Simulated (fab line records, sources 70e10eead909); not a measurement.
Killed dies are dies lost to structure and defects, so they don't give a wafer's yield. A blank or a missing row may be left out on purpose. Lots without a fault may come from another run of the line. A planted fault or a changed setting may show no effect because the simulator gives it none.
A struck lot beside a sound one | flow nand_harc | 14 steps out of a route of 1159
Sound: wafers L231.3, L231.5, L231.6. Struck: wafer L233.6. (L233.1 of the same lot was not struck and is left out.) The cause comes at the end.
At each step with rows: each side's tool, then ch and its chambers, then its first start. Under that, the readings that differ: sound wafers | struck wafers | difference of the means | sigmas: that difference in standard deviations of wafers without a fault.
alike: readings whose means differ by less than 2 such deviations, and words and numbers that are the same on both sides. not compared: withheld readings, readings that some wafer has no value for, bounds like >300 that may hide the same value, and numbers for which the record gives no deviation and whose values overlap.
The two part at a step that has a row with sigmas, a row that says differs or no value, or rows on one side only. Numbers that don't overlap but have no deviation are shown without sigmas and don't part them. A reading that every wafer of one side lacks parts them only if that side has two wafers or more.

NHARC_A_WL_FILL_CVD_03: deposits W, target thk 40 nm, time 3302 s.
  sound on cvd_w-01 ch 0,1, day 17 21:53; struck on cvd_w-02 ch 0, day 18 01:00
  reading             | sound             | struck | difference | sigmas
  heater_power_w (W)  | 502 480 511       | 449    | -49        | -2
  mfc_wf6_sccm (sccm) | 40.21 40.14 40.09 | 39.91  | -0.24      | -2
  alike: throttle_valve_pct
NHARC_A_WL_FILL_ETCHBACK_04: etches the open film in NF3, target depth 60 nm, time 120 s.
  sound on rie_metal-03 ch 0,1, day 17 23:53; struck on rie_metal-01 ch 1, day 18 02:27
  alike: chamber_pressure_mTorr, drypump_motor_current_A, oes_product_au, run_length_s
  not compared: rf_hours_counter_h
NHARC_A_WL_FILL_ETCHBACK_05: etches the open film in Cl2/BCl3, target depth 22 nm, time 60 s.
  sound on rie_metal-03 ch 0,1, day 18 00:05; struck on rie_metal-01 ch 0, day 18 02:42
  reading                        | sound                | struck | difference | sigmas
  chamber_pressure_mTorr (mTorr) | 10.009 10.008 10.010 | 9.984  | -0.025     | -3
  alike: drypump_motor_current_A, oes_product_au, run_length_s
  not compared: rf_hours_counter_h
then, 5 steps without rows for these wafers: NHARC_A_WL_FILL_STRIP_27 (strips in N2/H2, time 20 s); NHARC_A_WL_FILL_STRIP_28 (strips in post etch residue remover, time 1200 s); NHARC_A_WL_FILL_PRECLEAN_06 (cleans in DIW, time 300 s); NHARC_A_WL_FILL_SRD_07; NHARC_A_WL_FILL_ANNEAL_08 (time 1800 s).
NHARC_A_WL_FILL_ALD_10: deposits SiO2, target thk 50 nm, pulse time 10 s, ald cycles 500.
  sound on ald_hk-04 ch 1,2, day 18 05:13; struck on ald_hk-04 ch 1, day 18 11:43
  alike: heater_power_w, precursor_pulse_height_rel
then, 1 step without rows for these wafers: NHARC_A_WL_FILL_ETCHBACK_16 (etches the open film in C4F8/O2/Ar, target depth 88 nm, time 17.6 s).
NHARC_A_WL_FILL_STRIP_29: strips in O2, time 20 s.
  sound on rie_diel-04 ch 0,3, day 18 09:55; struck on rie_diel-03 ch 2, day 18 14:23
  alike: chamber_pressure_mTorr, drypump_motor_current_A, oes_product_au, rf_vpp_V, showerhead_plenum_p_Torr, throttle_valve_pct
  not compared: rf_hours_counter_h
NHARC_A_WL_FILL_ETCHBACK_17: etches the open film in Cl2/BCl3, target depth 4 nm, time 26.7 s.
  sound on rie_metal-02 ch 0,1, day 18 10:02; struck on rie_metal-03 ch 1, day 18 14:28
  reading                        | sound               | struck | difference | sigmas
  chamber_pressure_mTorr (mTorr) | 10.014 10.001 9.994 | 9.979  | -0.024     | -3
  run_length_s (s)               | 47.4 48.3 47.6      | 40.1   | -7.7       | -16
  alike: drypump_motor_current_A, oes_product_au
  not compared: rf_hours_counter_h
then, 1 step without rows for these wafers: NHARC_A_WL_FILL_PRECLEAN_18 (cleans in dHF, time 30 s).
NHARC_END_SORT_01:
  the record has rows for the sound wafers here (prober-01 ch 0, day 22 00:50) and none for the struck ones

WHERE THEY PART
First at NHARC_A_WL_FILL_CVD_03; last, within this record, at NHARC_END_SORT_01.

WHY: what the simulator had put in
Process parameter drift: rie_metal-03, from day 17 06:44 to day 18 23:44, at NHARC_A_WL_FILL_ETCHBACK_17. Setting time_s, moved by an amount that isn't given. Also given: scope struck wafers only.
